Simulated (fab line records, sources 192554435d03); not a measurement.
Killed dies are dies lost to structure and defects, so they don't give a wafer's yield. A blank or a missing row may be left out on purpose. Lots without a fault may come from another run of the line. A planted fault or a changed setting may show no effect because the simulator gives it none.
Problem report in the 8D (eight disciplines) form, filled by code | flow n5_finfet | the parts of the form that need people (team, actions taken, sign-off) are left out

1. THE PROBLEM
spin_speed_rpm at N5_BEOL_M7_COAT_05 reads a mean of 1400.5 rpm on 6 wafers of 2 lots; wafers without a fault read 1500.0 rpm with a standard deviation of 1.1. That is -90 standard deviations from the usual mean.
The step: resist thk 90 nm.
First seen on wafer L455.2, day 13 11:58, on litho_track-05. The record holds 36 wafers of 12 lots with a number at this step. Rule for "out", or "out of limits": more than 4 standard deviations from the usual mean. The other wafers with a number count as sound.

2. WHAT IT IS AND WHAT IT IS NOT
question                    | is                     | is not
which readings at this step | spin_speed_rpm         | -
which lots                  | L455, L457             | L441, L442, L443, L444, L447, L449, L450, L451, L456, L463
which wafers of those lots  | all that have a number | -
read on which tools         | litho_track-05         | litho_track-02, litho_track-03
when                        | from day 13 11:58      | up to then (24 sound wafers); but 6 sound wafers of L456, L463 came after

3. SUSPECTS, AND WHAT RULES EACH OUT
Counting: a tool at a process step up to the reading stays a suspect if it ran every lot that is out and no sound lot after the first of them.
- pvd_sputter-01 at N5_BEOL_M6_SPUTTER_48 (material Cu, target thk 10 nm, time 1.667 s): kept. It ran every lot that is out, first L455 (day 13 09:33), and no sound lot after that; its last sound lot up to then is L441 (day 8 17:44).
- pecvd-02 at N5_BEOL_M7_ILD_DEP_00 (deposits SiCOH lowk from DEMS/porogen, target thk 179.75 nm, time 33.4 s): kept. It ran every lot that is out, first L455 (day 13 10:43), and no sound lot after that; its last sound lot up to then is L451 (day 11 07:38).
- litho_track-05 at N5_BEOL_M7_COAT_05 (resist thk 90 nm): kept. It ran every lot that is out, first L455 (day 13 11:58), and no sound lot after that; its last sound lot up to then is L449 (day 11 06:19). Its own readings are out on those wafers: spin_speed_rpm.
Left after counting: pvd_sputter-01 at N5_BEOL_M6_SPUTTER_48, pecvd-02 at N5_BEOL_M7_ILD_DEP_00, litho_track-05 at N5_BEOL_M7_COAT_05.

4. THE CAUSE (what the simulator had put in)
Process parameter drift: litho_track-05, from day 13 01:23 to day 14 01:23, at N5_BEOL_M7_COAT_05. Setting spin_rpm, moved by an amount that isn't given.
Counting left 3 suspects, and this tool is among them.

5. THE CHAIN OF EFFECTS, in route order
Each row: a reading whose mean over the struck wafers that have a number lies more than 3 standard deviations from the usual. Only readings for which the record gives a usual standard deviation are gone through. hours: the time from each lot's start at the first step in this table that gives one to its start at this step, as a median over the lots. sigmas: the change in usual standard deviations.
hours | step               | reading        | usual      | on struck wafers | change | sigmas
0     | N5_BEOL_M7_COAT_05 | spin_speed_rpm | 1500.0 rpm | 1400.5           | -99.5  | -90
The process steps in it:
- N5_BEOL_M7_COAT_05: resist thk 90 nm.

6. WHAT WOULD HAVE CAUGHT IT SOONER
In this record the first reading out of limits was taken at day 13 11:58, 11 hours after the fault began at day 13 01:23.
